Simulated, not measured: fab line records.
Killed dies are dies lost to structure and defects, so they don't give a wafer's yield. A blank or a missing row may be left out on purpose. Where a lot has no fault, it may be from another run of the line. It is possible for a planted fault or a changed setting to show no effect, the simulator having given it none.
fab line records	flow n5-finfet
record lots=24	wafers=72	last-day=18
route steps=1938 shown BEOL_M14@1757 BEOL_M15@1784
lots with no fault: from the same line, run without faults
start-h: start of the lot's first displayed wafer, in hours after the record's first day	wait-h: how many hours have passed since the lot's step before this one	" repeats the value in the row above	L1.1+2: a single row standing in for several wafers	- value missing, or start not given	* or withheld: withheld	< > ~ a bound
route shown NAME@n: names a module that has steps shown in the file, with the first one's number in the route	usual: mean and standard deviation over wafers with no fault	same: alike in all rows	chamber/n: place in a boat	sites: readings site by site	_std_site: the standard deviation of these	_edge_site: mean of outer sites minus mean of inner sites	radius-mm: for every site, how far away it sits from the centre of the wafer	mask NAME#n: copy n	behind: the tool/chamber that last shaped the wafer	hold: what put the lot on hold/how long, in hours/how the hold closed	device: the transistor (n, p or np) that didn't switch	end of line: tests of these same wafers at the route's end	a step given without rows: its recipe and nothing more	killed: the dies lost at the first sort to structure and to defects; this is not the yield of the wafer	map: dies across one wafer; x = killed, . = not, _ = none there
set.NAME: the setting as run; set.NAME@STEP: as run at that earlier step	model.NAME: the simulator's own value behind a step, which no gauge read
a sample of lots followed through the steps of the route, with each step as a table and each wafer as a row
services: the hour from which a tool's chamber was out of use, counted from the record's first day as start-h (under 0 if before that day), plus the number of hours and why
## steps
# step N5_BEOL_M14_ETCH_38
# recipe chemistry=CF4/N2	target=SiCN	target-depth-a=1065	taper-deg=2	time-s=120.6	ion-energy-ev=150	mask-material=SiO2	pressure-mtorr=40	source-w=430	bias-w=70	Ar_flow_sccm=100	cf4-flow-sccm=60	n2-flow-sccm=60
# usual bias-w=69.98/0.21	drypump-motor-current-A=5.7/0.47	n2-flow-sccm=59.99/0.19	oes-product-au=0.80/0.1	rf-vpp-V=381.1/1.2	showerhead-plenum-p-Torr=2.16/0.038	throttle-valve-pct=15.42/0.27
lot.wafer	tool	chamber	start-h	wait-h	bias-w	drypump-motor-current-A	n2-flow-sccm	oes-product-au	rf-hours-counter-h	rf-vpp-V	showerhead-plenum-p-Torr	throttle-valve-pct
L074.1	rie-diel-05	3	-	-	69.92	5.7	59.81	0.68	242	382.1	2.17	15.92
L074.2	"	2	"	"	69.66	5.2	60.17	0.70	203	379.4	2.10	15.61
L074.5	"	1	"	"	70.55	6.0	59.88	0.92	-	382.5	2.16	15.07
L075.1	rie-diel-02	2	-	-	70.37	6.0	60.21	0.71	197	380.8	2.20	15.93
L075.2	"	0	"	"	69.49	5.7	60.12	0.77	137	380.7	2.12	15.47
L075.3	"	3	"	"	70.34	6.1	59.75	0.76	143	382.1	2.21	15.41
L076.3	rie-diel-01	3	-	-	69.93	4.8	60.21	0.71	230	382.2	2.18	15.73
L076.4	"	0	"	"	70.07	6.5	59.78	0.83	77	380.5	2.15	15.09
L076.6	"	0	"	"	69.95	6.5	59.99	0.82	-	381.6	2.15	15.09
L077.4	rie-diel-02	2	-	-	69.84	6.0	60.25	0.71	203	382.2	2.19	15.94
L077.5	"	3	"	"	69.80	6.1	60.55	0.75	-	382.2	2.21	15.43
L077.6	"	0	"	"	69.93	5.7	59.99	0.75	-	380.0	2.12	15.49
L080.1	rie-diel-01	0	-	-	70.07	6.5	59.76	0.81	86	380.3	2.15	15.10
L080.4	"	2	"	"	69.72	5.7	60.14	0.88	50	380.9	2.16	15.50
L080.5	"	3	"	"	70.01	4.8	59.83	0.70	-	380.2	2.18	15.77
L079.2	rie-diel-05	0	-	-	70.01	5.1	59.55	0.93	11	380.5	2.17	15.03
L079.4	"	2	"	"	69.84	5.2	60.26	0.69	215	379.6	2.10	15.63
L079.6	"	3	"	"	70.16	5.7	59.65	0.99	-	382.2	2.17	15.46
L078.4	rie-diel-01	1	-	-	69.85	5.8	59.74	0.96	12	381.4	2.16	15.16
L078.5	"	2	"	"	69.58	5.7	60.31	0.88	-	381.0	2.16	15.50
L078.6	"	3	"	"	69.90	4.8	59.68	0.69	-	381.5	2.18	15.75
L081.3	rie-diel-05	2	-	-	69.76	5.2	59.70	0.70	217	381.0	2.10	15.64
L081.5	"	2	"	"	69.91	5.1	59.88	0.69	-	377.4	2.10	15.64
L081.6	"	3	"	"	69.83	5.8	60.07	0.98	-	381.1	2.17	15.48
L082.1	rie-diel-02	1	-	-	70.03	6.1	59.90	0.69	204	381.8	2.19	15.37
L082.3	"	2	"	"	70.24	5.9	59.88	0.70	213	380.8	2.19	15.97
L082.5	"	2	"	"	70.16	5.9	60.00	0.70	-	382.1	2.19	15.97
L085.1	rie-diel-05	2	-	-	70.04	5.1	59.83	0.69	226	379.6	2.09	15.66
L085.2	"	0	"	"	70.10	5.1	60.45	0.91	23	381.0	2.16	15.07
L085.3	"	1	"	"	70.02	6.0	59.97	0.88	39	382.0	2.16	15.12
L083.2	rie-diel-02	0	-	-	69.68	5.7	59.86	0.74	161	378.9	2.11	15.52
L083.5	"	1	"	"	70.20	6.1	60.17	0.68	-	382.2	2.19	15.41
L083.6	"	0	"	"	69.92	5.6	60.08	0.75	-	378.5	2.11	15.52
L084.1	rie-diel-05	2	-	-	70.20	5.2	60.20	0.68	231	379.4	2.09	15.66
L084.3	"	1	"	"	69.87	6.0	60.10	0.86	43	380.8	2.15	15.13
L084.6	"	1	"	"	70.09	6.0	59.80	0.86	-	381.0	2.15	15.13
L087.2	rie-diel-01	1	-	-	70.08	5.7	59.86	0.91	29	381.1	2.16	15.21
L087.3	"	2	"	"	69.54	5.7	59.79	0.85	70	379.3	2.15	15.54
L087.6	"	1	"	"	70.01	5.7	59.89	0.91	-	382.2	2.16	15.19
L086.3	rie-diel-05	3	-	-	69.93	5.7	59.78	0.96	5	382.3	2.17	15.48
L086.4	"	1	"	"	70.34	6.0	59.85	0.86	47	378.5	2.15	15.15
L086.5	"	0	"	"	69.98	5.1	59.80	0.89	-	379.7	2.16	15.07
L090.1	rie-diel-01	0	-	-	69.87	6.5	60.01	0.79	111	381.0	2.14	15.17
L090.2	"	1	"	"	69.84	5.7	60.03	0.90	36	382.5	2.16	15.21
L090.6	"	3	"	"	69.89	4.8	59.90	0.97	-	380.0	2.17	15.29
L088.2	rie-diel-02	3	-	-	69.83	6.1	59.95	0.72	176	381.2	2.20	15.50
L088.4	"	0	"	"	70.32	5.6	59.78	0.73	170	381.0	2.11	15.55
L088.6	"	2	"	"	70.15	5.9	59.93	0.68	-	381.6	2.18	16.00
L091.1	rie-diel-05	1	-	-	70.06	6.0	60.09	0.84	54	379.4	2.15	15.14
L091.4	"	2	"	"	70.16	5.1	59.72	0.67	241	379.5	2.09	15.68
L091.6	"	3	"	"	70.40	5.8	60.09	0.93	-	381.3	2.17	15.49
L089.2	rie-diel-05	1	-	-	69.83	5.9	59.69	0.84	56	381.4	2.15	15.17
L089.3	"	2	"	"	69.79	5.2	59.85	0.67	243	379.4	2.09	15.68
L089.6	"	0	"	"	69.96	5.1	60.32	0.87	-	381.8	2.16	15.10
L092.3	rie-diel-05	0	-	-	69.99	5.0	60.12	0.86	42	382.5	2.16	15.09
L092.4	"	1	"	"	69.92	6.0	60.05	0.84	58	379.4	2.15	15.16
L092.6	"	2	"	"	70.17	5.1	59.98	0.66	-	379.3	2.09	15.70
L093.1	rie-diel-02	1	-	-	70.24	6.1	59.87	0.67	227	381.0	2.18	15.42
L093.3	"	3	"	"	70.29	6.0	59.77	0.72	181	381.9	2.20	15.50
L093.4	"	0	"	"	70.33	5.6	59.89	0.73	175	379.2	2.11	15.56
L094.1	rie-diel-02	3	-	-	69.89	6.1	60.16	0.72	184	381.3	2.20	15.52
L094.5	"	1	"	"	70.04	6.1	59.74	0.67	-	381.0	2.18	15.43
L094.6	"	2	"	"	69.65	6.0	60.15	0.68	-	380.6	2.18	16.03
L095.2	rie-diel-05	3	-	-	69.96	5.7	59.62	0.91	26	380.6	2.16	15.50
L095.5	"	1	"	"	69.80	6.0	60.08	0.83	-	380.0	2.14	15.19
L095.6	"	0	"	"	69.79	5.1	60.09	0.85	-	380.5	2.15	15.10
L096.1	rie-diel-01	0	-	-	70.08	6.5	60.18	0.77	131	381.2	2.13	15.21
L096.2	"	3	"	"	69.92	4.8	59.81	0.90	19	381.4	2.17	15.31
L096.3	"	2	"	"	69.88	5.7	59.91	0.81	98	379.5	2.14	15.61
L097.1	rie-diel-05	0	-	-	70.12	5.1	59.86	0.85	55	380.1	2.15	15.12
L097.2	"	1	"	"	70.23	6.0	60.18	0.82	71	379.6	2.14	15.19
L097.4	"	2	"	"	69.69	5.2	60.06	1.03	0	384.8	2.35	15.19
# step N5_BEOL_M14_SPUTTER_43
# recipe material=TaN	target-thk-a=150	temp-c=50	bias-v=168.6	power-w=15000	chamber-pressure-pa=0.12	time-s=24.19
# usual substrate-temp-c=50.01/0.11	throttle-valve-pct=30.4/0.46
lot.wafer	tool	chamber	start-h	wait-h	substrate-temp-c	throttle-valve-pct
L074.1	pvd-sputter-01	-	241.81	0.0	50.02	30.2
L074.2	"	-	"	"	49.91	30.6
L074.5	"	-	"	"	50.19	30.9
L075.1	pvd-sputter-03	-	258.28	0.0	50.04	30.2
L075.2	"	-	"	"	50.21	30.7
L075.3	"	-	"	"	49.94	29.7
L076.3	pvd-sputter-01	-	265.18	0.0	49.97	30.5
L076.4	"	-	"	"	50.01	30.7
L076.6	"	-	"	"	50.12	30.8
L077.4	pvd-sputter-01	-	273.41	0.0	49.92	30.1
L077.5	"	-	"	"	49.95	29.5
L077.6	"	-	"	"	50.09	30.4
L080.1	pvd-sputter-01	-	282.55	0.0	50.00	29.3
L080.4	"	-	"	"	50.01	30.3
L080.5	"	-	"	"	50.11	30.8
L079.2	pvd-sputter-03	-	283.07	0.0	50.00	30.0
L079.4	"	-	"	"	50.01	30.2
L079.6	"	-	"	"	49.95	30.1
L078.4	pvd-sputter-01	-	285.44	0.0	50.00	30.1
L078.5	"	-	"	"	50.19	30.4
L078.6	"	-	"	"	49.86	29.6
L081.3	pvd-sputter-03	-	290.72	0.0	49.80	29.8
L081.5	"	-	"	"	49.86	30.0
L081.6	"	-	"	"	50.16	30.0
L082.1	pvd-sputter-02	-	298.74	0.0	50.01	30.8
L082.3	"	-	"	"	50.00	30.3
L082.5	"	-	"	"	50.11	30.8
L085.1	pvd-sputter-02	-	311.60	0.0	49.86	30.7
L085.2	"	-	"	"	49.90	30.9
L085.3	"	-	"	"	50.08	30.4
L083.2	pvd-sputter-01	-	320.60	0.0	50.13	30.5
L083.5	"	-	"	"	50.08	29.7
L083.6	"	-	"	"	50.10	30.6
L084.1	pvd-sputter-02	-	323.72	0.0	49.92	30.5
L084.3	"	-	"	"	50.14	30.9
L084.6	"	-	"	"	49.93	30.9
L087.2	pvd-sputter-03	-	327.79	0.0	49.98	30.0
L087.3	"	-	"	"	50.09	30.0
L087.6	"	-	"	"	49.93	29.9
L086.3	pvd-sputter-02	-	332.91	0.0	49.86	31.2
L086.4	"	-	"	"	49.84	30.9
L086.5	"	-	"	"	49.93	31.0
L090.1	pvd-sputter-02	-	341.73	0.0	49.89	31.1
L090.2	"	-	"	"	49.83	30.9
L090.6	"	-	"	"	49.94	31.0
L088.2	pvd-sputter-01	-	349.87	0.0	49.76	30.9
L088.4	"	-	"	"	50.14	30.3
L088.6	"	-	"	"	49.97	30.4
L091.1	pvd-sputter-02	-	350.03	0.0	50.10	31.2
L091.4	"	-	"	"	50.18	31.0
L091.6	"	-	"	"	49.96	30.9
L089.2	pvd-sputter-01	-	358.05	0.0	50.25	29.2
L089.3	"	-	"	"	50.07	30.5
L089.6	"	-	"	"	50.13	30.1
L092.3	pvd-sputter-02	-	364.57	0.0	49.99	30.7
L092.4	"	-	"	"	49.96	31.2
L092.6	"	-	"	"	50.07	30.6
L093.1	pvd-sputter-02	-	367.69	0.0	50.17	31.2
L093.3	"	-	"	"	50.12	30.4
L093.4	"	-	"	"	50.10	31.1
L094.1	pvd-sputter-03	-	374.81	0.0	49.99	30.2
L094.5	"	-	"	"	49.78	30.2
L094.6	"	-	"	"	49.97	29.5
L095.2	pvd-sputter-03	-	386.83	0.0	49.98	30.0
L095.5	"	-	"	"	50.02	30.2
L095.6	"	-	"	"	50.07	29.6
L096.1	pvd-sputter-01	-	392.44	0.0	50.09	30.3
L096.2	"	-	"	"	50.07	30.5
L096.3	"	-	"	"	49.97	30.9
L097.1	pvd-sputter-03	-	398.23	0.0	49.89	30.1
L097.2	"	-	"	"	49.92	29.8
L097.4	"	-	"	"	50.15	30.3
# step N5_BEOL_M14_SPUTTER_44
# recipe material=Ta	target-thk-a=150	temp-c=50	bias-v=80	power-w=15000	chamber-pressure-pa=0.07	time-s=24.19
# usual substrate-temp-c=50.02/0.11	throttle-valve-pct=30.3/0.45
lot.wafer	tool	chamber	start-h	wait-h	substrate-temp-c	throttle-valve-pct
L074.1	pvd-sputter-01	-	241.89	0.0	49.84	30.3
L074.2	"	-	"	"	50.04	30.5
L074.5	"	-	"	"	50.16	30.8
L075.1	pvd-sputter-03	-	258.36	0.0	49.91	30.3
L075.2	"	-	"	"	50.00	30.4
L075.3	"	-	"	"	50.00	29.8
L076.3	pvd-sputter-01	-	265.26	0.0	50.01	30.5
L076.4	"	-	"	"	50.16	30.7
L076.6	"	-	"	"	50.26	31.0
L077.4	pvd-sputter-01	-	273.49	0.0	50.29	30.3
L077.5	"	-	"	"	50.07	29.4
L077.6	"	-	"	"	49.88	30.4
L080.1	pvd-sputter-01	-	282.63	0.0	50.03	29.6
L080.4	"	-	"	"	49.92	30.3
L080.5	"	-	"	"	49.90	30.9
L079.2	pvd-sputter-03	-	283.15	0.0	50.11	29.8
L079.4	"	-	"	"	50.09	30.0
L079.6	"	-	"	"	50.03	30.2
L078.4	pvd-sputter-01	-	285.52	0.0	50.05	30.4
L078.5	"	-	"	"	50.21	30.4
L078.6	"	-	"	"	49.98	29.5
L081.3	pvd-sputter-03	-	290.80	0.0	50.01	29.8
L081.5	"	-	"	"	49.97	30.0
L081.6	"	-	"	"	49.97	30.1
L082.1	pvd-sputter-02	-	298.82	0.0	50.05	30.7
L082.3	"	-	"	"	49.89	30.6
L082.5	"	-	"	"	50.16	31.0
L085.1	pvd-sputter-02	-	311.68	0.0	50.08	30.9
L085.2	"	-	"	"	50.02	31.0
L085.3	"	-	"	"	50.16	30.5
L083.2	pvd-sputter-01	-	320.68	0.0	49.88	30.3
L083.5	"	-	"	"	50.09	29.5
L083.6	"	-	"	"	50.24	30.2
L084.1	pvd-sputter-02	-	323.80	0.0	49.94	30.4
L084.3	"	-	"	"	50.35	30.9
L084.6	"	-	"	"	49.97	30.8
L087.2	pvd-sputter-03	-	327.87	0.0	50.09	30.2
L087.3	"	-	"	"	49.90	30.0
L087.6	"	-	"	"	49.98	30.0
L086.3	pvd-sputter-02	-	332.99	0.0	50.02	31.2
L086.4	"	-	"	"	50.08	30.9
L086.5	"	-	"	"	50.10	30.7
L090.1	pvd-sputter-02	-	341.81	0.0	49.82	30.8
L090.2	"	-	"	"	49.85	31.2
L090.6	"	-	"	"	49.98	30.9
L088.2	pvd-sputter-01	-	349.95	0.0	50.02	30.7
L088.4	"	-	"	"	50.03	30.5
L088.6	"	-	"	"	50.00	30.4
L091.1	pvd-sputter-02	-	350.11	0.0	50.02	31.1
L091.4	"	-	"	"	49.93	31.0
L091.6	"	-	"	"	49.97	31.0
L089.2	pvd-sputter-01	-	358.13	0.0	49.95	29.6
L089.3	"	-	"	"	50.07	30.2
L089.6	"	-	"	"	50.06	30.5
L092.3	pvd-sputter-02	-	364.65	0.0	49.99	30.2
L092.4	"	-	"	"	49.95	30.9
L092.6	"	-	"	"	50.14	30.9
L093.1	pvd-sputter-02	-	367.77	0.0	50.15	30.6
L093.3	"	-	"	"	49.91	30.4
L093.4	"	-	"	"	50.25	31.1
L094.1	pvd-sputter-03	-	374.89	0.0	50.09	30.3
L094.5	"	-	"	"	50.11	30.2
L094.6	"	-	"	"	49.76	29.9
L095.2	pvd-sputter-03	-	386.91	0.0	49.88	29.8
L095.5	"	-	"	"	49.84	30.3
L095.6	"	-	"	"	49.78	29.8
L096.1	pvd-sputter-01	-	392.52	0.0	50.08	30.2
L096.2	"	-	"	"	50.03	30.4
L096.3	"	-	"	"	50.00	30.7
L097.1	pvd-sputter-03	-	398.31	0.0	49.97	30.2
L097.2	"	-	"	"	49.86	29.9
L097.4	"	-	"	"	49.87	30.3
# step N5_BEOL_M15_OVL_MEAS_11
# recipe points-per-wafer=44
# usual V14_OVL=0/5.6
lot.wafer	tool	chamber	start-h	wait-h	V14_OVL[nm]
L074.1	overlay-02	0	244.34	0.0	2
L074.2	"	0	"	"	-6
L074.5	"	0	"	"	-2
L075.1	overlay-01	0	260.11	0.0	7
L075.2	"	0	"	"	2
L075.3	"	0	"	"	-4
L076.3	overlay-01	0	267.19	0.1	-3
L076.4	"	0	"	"	9
L076.6	"	0	"	"	2
L077.4	overlay-02	0	275.37	0.0	-6
L077.5	"	0	"	"	-3
L077.6	"	0	"	"	-6
L080.1	overlay-02	0	284.39	0.0	3
L080.4	"	0	"	"	3
L080.5	"	0	"	"	6
L079.2	overlay-02	0	284.90	0.0	1
L079.4	"	0	"	"	11
L079.6	"	0	"	"	6
L078.4	overlay-02	0	287.46	0.0	-12
L078.5	"	0	"	"	-1
L078.6	"	0	"	"	-3
L081.3	overlay-02	0	293.57	0.0	3
L081.5	"	0	"	"	3
L081.6	"	0	"	"	-1
L082.1	overlay-02	0	300.94	0.0	-5
L082.3	"	0	"	"	-6
L082.5	"	0	"	"	1
L085.1	overlay-01	0	314.46	0.0	6
L085.2	"	0	"	"	14
L085.3	"	0	"	"	6
L083.2	overlay-02	0	322.72	0.0	-3
L083.5	"	0	"	"	-7
L083.6	"	0	"	"	-7
L084.1	overlay-02	0	325.72	0.0	3
L084.3	"	0	"	"	6
L084.6	"	0	"	"	-2
L087.2	overlay-01	0	329.82	0.0	1
L087.3	"	0	"	"	3
L087.6	"	0	"	"	0
L086.3	overlay-02	0	334.84	0.0	-1
L086.4	"	0	"	"	-5
L086.5	"	0	"	"	-1
L090.1	overlay-02	0	343.69	0.0	-2
L090.2	"	0	"	"	-3
L090.6	"	0	"	"	4
L088.2	overlay-01	0	352.55	0.0	-6
L088.4	"	0	"	"	-11
L088.6	"	0	"	"	-1
L091.1	overlay-02	0	352.80	0.0	5
L091.4	"	0	"	"	9
L091.6	"	0	"	"	2
L089.2	overlay-02	0	360.34	0.0	3
L089.3	"	0	"	"	1
L089.6	"	0	"	"	1
L092.3	overlay-01	0	366.41	0.0	0
L092.4	"	0	"	"	-4
L092.6	"	0	"	"	7
L093.1	overlay-01	0	369.52	0.0	10
L093.3	"	0	"	"	8
L093.4	"	0	"	"	10
L094.1	overlay-02	0	376.75	0.0	4
L094.5	"	0	"	"	3
L094.6	"	0	"	"	0
L095.2	overlay-01	0	388.85	0.0	-5
L095.5	"	0	"	"	-13
L095.6	"	0	"	"	-1
L096.1	overlay-01	0	394.40	0.0	8
L096.2	"	0	"	"	5
L096.3	"	0	"	"	9
L097.1	overlay-02	0	400.21	0.0	-5
L097.2	"	0	"	"	-6
L097.4	"	0	"	"	-5
# step N5_BEOL_M15_CD_MEAS_17
# recipe target-cd-nm=360	polarity=opening
# usual cd-nm=361.3/1.5
lot.wafer	tool	chamber	start-h	wait-h	cd-nm
L074.1	cd-sem-02	-	244.90	0.0	363.3
L074.2	"	-	"	"	362.4
L074.5	"	-	"	"	361.3
L075.1	cd-sem-01	-	260.67	0.0	361.4
L075.2	"	-	"	"	361.2
L075.3	"	-	"	"	361.8
L076.3	cd-sem-01	-	267.75	0.0	361.9
L076.4	"	-	"	"	360.7
L076.6	"	-	"	"	357.0
L077.4	cd-sem-03	-	275.93	0.0	361.9
L077.5	"	-	"	"	363.5
L077.6	"	-	"	"	362.0
L080.1	cd-sem-01	-	284.95	0.0	357.6
L080.4	"	-	"	"	361.0
L080.5	"	-	"	"	360.1
L079.2	cd-sem-03	-	285.46	0.0	363.0
L079.4	"	-	"	"	362.0
L079.6	"	-	"	"	364.7
L078.4	cd-sem-02	-	288.02	0.0	361.6
L078.5	"	-	"	"	362.4
L078.6	"	-	"	"	362.7
L081.3	cd-sem-03	-	294.33	0.0	361.0
L081.5	"	-	"	"	360.6
L081.6	"	-	"	"	359.3
L082.1	cd-sem-03	-	301.71	0.0	360.9
L082.3	"	-	"	"	358.6
L082.5	"	-	"	"	360.8
L085.1	cd-sem-03	-	315.01	0.0	358.4
L085.2	"	-	"	"	359.5
L085.3	"	-	"	"	359.5
L083.2	cd-sem-01	-	323.74	0.0	361.5
L083.5	"	-	"	"	363.7
L083.6	"	-	"	"	361.9
L084.1	cd-sem-03	-	326.27	0.0	361.3
L084.3	"	-	"	"	359.9
L084.6	"	-	"	"	362.0
L087.2	cd-sem-02	-	330.37	0.0	360.9
L087.3	"	-	"	"	361.2
L087.6	"	-	"	"	359.6
L086.3	cd-sem-02	-	335.40	0.0	360.2
L086.4	"	-	"	"	362.5
L086.5	"	-	"	"	360.8
L090.1	cd-sem-02	-	344.24	0.0	358.4
L090.2	"	-	"	"	358.7
L090.6	"	-	"	"	359.3
L088.2	cd-sem-03	-	353.11	0.0	361.9
L088.4	"	-	"	"	364.6
L088.6	"	-	"	"	361.2
L091.1	cd-sem-01	-	353.52	0.0	361.6
L091.4	"	-	"	"	363.6
L091.6	"	-	"	"	361.1
L089.2	cd-sem-01	-	360.89	0.0	362.4
L089.3	"	-	"	"	362.3
L089.6	"	-	"	"	361.0
L092.3	cd-sem-02	-	366.97	0.0	361.7
L092.4	"	-	"	"	360.6
L092.6	"	-	"	"	362.5
L093.1	cd-sem-02	-	370.27	0.0	359.1
L093.3	"	-	"	"	361.4
L093.4	"	-	"	"	360.6
L094.1	cd-sem-01	-	377.57	0.0	363.1
L094.5	"	-	"	"	362.3
L094.6	"	-	"	"	365.2
L095.2	cd-sem-02	-	389.40	0.0	358.3
L095.5	"	-	"	"	359.1
L095.6	"	-	"	"	360.0
L096.1	cd-sem-02	-	394.95	0.0	362.7
L096.2	"	-	"	"	361.9
L096.3	"	-	"	"	361.1
L097.1	cd-sem-02	-	400.80	0.0	360.4
L097.2	"	-	"	"	361.3
L097.4	"	-	"	"	362.1
# step N5_BEOL_M15_OVL_MEAS_29
# recipe points-per-wafer=44
# usual M15_OVL=-7/5.3
lot.wafer	tool	chamber	start-h	wait-h	M15_OVL[nm]
L074.1	overlay-02	0	245.80	0.0	-10
L074.2	"	0	"	"	-9
L074.5	"	0	"	"	-1
L075.1	overlay-01	0	261.57	0.0	-11
L075.2	"	0	"	"	-15
L075.3	"	0	"	"	-2
L076.3	overlay-02	0	268.65	0.0	-7
L076.4	"	0	"	"	2
L076.6	"	0	"	"	-9
L077.4	overlay-02	0	276.92	0.0	-7
L077.5	"	0	"	"	-10
L077.6	"	0	"	"	-15
L080.1	overlay-02	0	285.85	0.0	2
L080.4	"	0	"	"	-6
L080.5	"	0	"	"	1
L079.2	overlay-02	0	286.49	0.0	-10
L079.4	"	0	"	"	-13
L079.6	"	0	"	"	-7
L078.4	overlay-02	0	289.00	0.0	1
L078.5	"	0	"	"	-1
L078.6	"	0	"	"	6
L081.3	overlay-02	0	295.36	0.0	1
L081.5	"	0	"	"	-6
L081.6	"	0	"	"	-7
L082.1	overlay-02	0	302.97	0.0	-11
L082.3	"	0	"	"	-15
L082.5	"	0	"	"	-12
L085.1	overlay-01	0	316.14	0.0	-5
L085.2	"	0	"	"	-3
L085.3	"	0	"	"	-7
L083.2	overlay-02	0	324.66	0.0	-5
L083.5	"	0	"	"	-8
L083.6	"	0	"	"	-7
L084.1	overlay-01	0	327.46	0.0	-12
L084.3	"	0	"	"	-12
L084.6	"	0	"	"	-8
L087.2	overlay-02	0	331.28	0.0	-10
L087.3	"	0	"	"	-8
L087.6	"	0	"	"	-15
L086.3	overlay-02	0	336.30	0.0	-5
L086.4	"	0	"	"	-13
L086.5	"	0	"	"	-13
L090.1	overlay-01	0	345.15	0.0	0
L090.2	"	0	"	"	-5
L090.6	"	0	"	"	-5
L088.2	overlay-02	0	354.01	0.0	-11
L088.4	"	0	"	"	-12
L088.6	"	0	"	"	-12
L091.1	overlay-02	0	354.67	0.0	-14
L091.4	"	0	"	"	-11
L091.6	"	0	"	"	-11
L089.2	overlay-02	0	361.80	0.0	-5
L089.3	"	0	"	"	-2
L089.6	"	0	"	"	0
L092.3	overlay-02	0	368.04	0.0	-14
L092.4	"	0	"	"	-6
L092.6	"	0	"	"	-17
L093.1	overlay-01	0	371.17	0.0	2
L093.3	"	0	"	"	-4
L093.4	"	0	"	"	5
L094.1	overlay-02	0	378.60	0.0	-9
L094.5	"	0	"	"	-10
L094.6	"	0	"	"	-6
L095.2	overlay-01	0	390.43	0.0	-7
L095.5	"	0	"	"	-2
L095.6	"	0	"	"	-2
L096.1	overlay-01	0	395.98	0.0	-10
L096.2	"	0	"	"	-4
L096.3	"	0	"	"	-6
L097.1	overlay-02	0	402.07	0.0	-1
L097.2	"	0	"	"	-5
L097.4	"	0	"	"	-1
## services
tool	chamber	start-h	hours	kind
rie-diel-05	0	221.67	-	clean
rie-diel-05	0	221.67	-	consumable-replace:focus-ring
rie-diel-05	0	221.67	19.9	scheduled-down
rie-diel-05	0	221.67	19.9	vent-cycle
rie-diel-01	1	226.12	7.0	repair
rie-diel-01	1	233.20	-	clean
rie-diel-05	3	265.74	-	clean
rie-diel-05	3	265.74	-	consumable-replace:focus-ring
rie-diel-05	3	265.74	15.5	scheduled-down
rie-diel-05	3	265.74	15.5	vent-cycle
rie-diel-05	-	271.96	10.0	pm
rie-diel-05	3	292.57	28.2	repair
rie-diel-05	-	311.93	2.8	pm
pvd-sputter-03	-	316.18	2.9	repair
rie-diel-05	3	321.20	7.7	repair
rie-diel-01	3	343.36	5.8	repair
rie-diel-02	1	374.63	3.0	repair
rie-diel-05	2	376.75	-	clean
rie-diel-05	2	376.75	-	consumable-replace:focus-ring
rie-diel-05	2	376.75	-	consumable-replace:showerhead
rie-diel-05	2	376.75	20.6	scheduled-down
rie-diel-05	2	376.75	20.6	vent-cycle
rie-diel-02	-	380.59	14.6	pm
rie-diel-05	1	388.94	7.3	repair
## key
fault none
